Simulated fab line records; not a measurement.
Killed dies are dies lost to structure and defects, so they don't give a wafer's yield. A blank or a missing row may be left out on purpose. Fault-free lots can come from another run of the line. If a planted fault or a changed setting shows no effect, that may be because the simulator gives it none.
Split-lot trial | flow n5_finfet | route with 1938 steps; 7 lots, 39 wafers read

## SPLIT DETAILS
At N5_BEOL_M0_DEP_125 (deposits SiCN from 3MS/NH3, target thk 8 nm, time 14 s), the setting time_s was moved away from the recipe's 14 s on 9 of the 39 wafers read, by -28.1% to +20.7%. This setting was run at the recipe's value on the other wafers.

The reading comes from the split's own step.

## THE READING
SiCN_of_BEOL_M0_DEP_125.thk_nm (the simulator's own value, which no gauge read), in nm, at N5_BEOL_M0_DEP_125 (deposits SiCN from 3MS/NH3, target thk 8 nm, time 14 s). No usual value for it is given in the file. The 30 wafers here that ran the recipe average 8.0 nm, standard deviation 0.16 nm.

wafer  | tool, chamber at the split | time_s as run, s | against the recipe | SiCN_of_BEOL_M0_DEP_125.thk_nm, nm | against lot-mates on the recipe
L075.1 | pecvd-02, 2,1              | 14               | recipe             | 7.8                                | -
L075.6 | pecvd-02, 2,1              | 14               | recipe             | 7.8                                | -
L075.2 | pecvd-02, 0                | 10.07            | -28.1%             | 5.6                                | -2.1
L075.5 | pecvd-02, 0                | 10.07            | -28.1%             | 5.6                                | -2.1
L075.3 | pecvd-02, 1                | 14               | recipe             | 7.6                                | -
L075.4 | pecvd-02, 2                | 10.07            | -28.1%             | 5.8                                | -1.9
L076.1 | pecvd-02, 1                | 14               | recipe             | 7.6                                | -
L076.2 | pecvd-02, 0                | 16.9             | +20.7%             | 9.4                                | +1.6
L076.3 | pecvd-02, 2                | 14               | recipe             | 8                                  | -
L076.4 | pecvd-02, 0,1              | 16.9             | +20.7%             | 9.6                                | +1.8
L076.5 | pecvd-02, 0,1              | 16.9             | +20.7%             | 9.6                                | +1.8
L076.6 | pecvd-02, 2                | 14               | recipe             | 7.8                                | -
L084.1 | pecvd-03, 1                | 11.4             | -18.6%             | 6.4                                | -1.7
L084.2 | pecvd-03, 2                | 11.4             | -18.6%             | 6.6                                | -1.5
L084.5 | pecvd-03, 2                | 11.4             | -18.6%             | 6.6                                | -1.5
L084.3 | pecvd-03, 0,1              | 14               | recipe             | 8                                  | -
L084.4 | pecvd-03, 0,1              | 14               | recipe             | 8                                  | -
L084.6 | pecvd-03, 0                | 14               | recipe             | 8.2                                | -
L091.2 | pecvd-03, 0                | 14               | recipe             | 8                                  | -
L091.5 | pecvd-03, 0                | 14               | recipe             | 8                                  | -
L091.6 | pecvd-03, 2                | 14               | recipe             | 7.8                                | -
L095.1 | pecvd-01, 1,0,2,0,1        | 14               | recipe             | 8                                  | -
L095.2 | pecvd-01, 1,0,2,0,1        | 14               | recipe             | 8                                  | -
L095.4 | pecvd-01, 1,0,2,0,1        | 14               | recipe             | 8                                  | -
L095.5 | pecvd-01, 1,0,2,0,1        | 14               | recipe             | 8                                  | -
L095.6 | pecvd-01, 1,0,2,0,1        | 14               | recipe             | 8                                  | -
L095.3 | pecvd-01, 2                | 14               | recipe             | 8.2                                | -
L096.1 | pecvd-02, 1                | 14               | recipe             | 7.8                                | -
L096.2 | pecvd-02, 0,2,1            | 14               | recipe             | 8                                  | -
L096.3 | pecvd-02, 0,2,1            | 14               | recipe             | 8                                  | -
L096.6 | pecvd-02, 0,2,1            | 14               | recipe             | 8                                  | -
L096.4 | pecvd-02, 2,0              | 14               | recipe             | 8.2                                | -
L096.5 | pecvd-02, 2,0              | 14               | recipe             | 8.2                                | -
L097.1 | pecvd-01, 2,1,1            | 14               | recipe             | 8                                  | -
L097.3 | pecvd-01, 2,1,1            | 14               | recipe             | 8                                  | -
L097.4 | pecvd-01, 2,1,1            | 14               | recipe             | 8                                  | -
L097.2 | pecvd-01, 0,2,0            | 14               | recipe             | 8.2                                | -
L097.5 | pecvd-01, 0,2,0            | 14               | recipe             | 8.2                                | -
L097.6 | pecvd-01, 0,2,0            | 14               | recipe             | 8.2                                | -
If several chambers appear in one row, that row covers several wafers at once and the file leaves open which wafer was in which chamber.

THE FIT
A straight line over all 39 wafers: SiCN_of_BEOL_M0_DEP_125.thk_nm changes by +0.0793 nm for each +1% of time_s; r = +0.98; the points scatter about the line by 0.16 nm.
The same after taking each lot's own level away (the mean of its wafers on the recipe; 39 wafers): +0.0786 nm for each +1%; r = +0.99; scatter 0.12 nm.
According to that fit, moving time_s by its largest amount changes the reading by 2.2 nm.
The span of the lots' own levels, 7.73 to 8.10 nm, comes to 2.3 times the standard deviation stated above.
The two slopes agree, so the slope changes little with the lot-to-lot level.
Check: -2.21 nm against its lot-mates is what the line predicts for one of the wafers moved furthest among these (-28.1%) when that wafer is left out of the fit. Against them it came out at -2.13 nm.

## THESE WAFERS: OTHER SPLITS
Other splits were also applied to these wafers ahead of the reading. Each is held against what the fit with the lots' levels taken away leaves over:
other split on the same wafers          | wafers away from the commonest value | r with SiCN_of_BEOL_M0_DEP_125.thk_nm (lot level and that fit taken away)
N5_ZERO_LAYER_DEVELOP_10 develop_time_s | 12                                   | -0.17
N5_FIN_SAQP_HM_DEP_03 time_s            | 18                                   | -0.01
N5_HKMG_FIN_DESCUM_17 time_s            | 18                                   | +0.05

## THE FILE'S OWN FIT
SiCN_of_BEOL_M0_DEP_125.thk_nm changes by +0.0784 nm for each +1% of time_s, r = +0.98.
